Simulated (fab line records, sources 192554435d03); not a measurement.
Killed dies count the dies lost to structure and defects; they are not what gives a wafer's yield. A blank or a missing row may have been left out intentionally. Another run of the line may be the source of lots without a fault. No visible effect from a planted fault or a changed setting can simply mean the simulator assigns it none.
Chamber matching / flow n5 finfet / 4 sister chambers for N5_MOL_CONTACT_COAG_ETCH_48 on rie diel-05
The step etches SiOC in C4F6/O2, target depth 15 nm, overetch 4.5 nm, time 17 s. 4 wafers are shown with their chamber, then 11 later ones without.

## EACH WAFER AND ITS CHAMBER
wafer=L083.4; chamber=3; rf vpp V (V)=1579
wafer=L087.5; chamber=0; rf vpp V (V)=1572
wafer=L087.6; chamber=1; rf vpp V (V)=1636
wafer=L088.4; chamber=2; rf vpp V (V)=1515

## WAFERS WHOSE CHAMBER IS MISSING
wafer=L088.5; rf vpp V (V)=1515
wafer=L088.6; rf vpp V (V)=1579
wafer=L090.2; rf vpp V (V)=1635
wafer=L090.3; rf vpp V (V)=1516
wafer=L090.5; rf vpp V (V)=1635
wafer=L094.2; rf vpp V (V)=1570
wafer=L094.3; rf vpp V (V)=1578
wafer=L094.5; rf vpp V (V)=1579
wafer=L097.3; rf vpp V (V)=1634
wafer=L097.4; rf vpp V (V)=1579
wafer=L097.6; rf vpp V (V)=1635

## THE CHAMBER EACH PASSED THROUGH
wafer=L088.5; from the rows above=2; in truth=2
wafer=L088.6; from the rows above=3; in truth=3
wafer=L090.2; from the rows above=1; in truth=1
wafer=L090.3; from the rows above=2; in truth=2
wafer=L090.5; from the rows above=1; in truth=1
wafer=L094.2; from the rows above=0; in truth=0
wafer=L094.3; from the rows above=3; in truth=3
wafer=L094.5; from the rows above=3; in truth=3
wafer=L097.3; from the rows above=1; in truth=1
wafer=L097.4; from the rows above=3; in truth=3
wafer=L097.6; from the rows above=1; in truth=1
Correct placement for 11 of the 11. Not placeable from these rows: 0. 0 placed wrongly.
How it was worked out, from the rows above alone: a wafer's distance from a chamber is the root of the sum, over the readings, of the square of ((its reading less the chamber's mean) divided by the reading's scatter). The wafer belongs to the nearest chamber; if the next one is less than 2 further off, it can't be placed. The mean given for a chamber averages the wafers shown for that chamber. The scatter (one wafer shown for each chamber): square how far every hidden wafer sits from the nearest shown wafer, average those squares and take the square root.
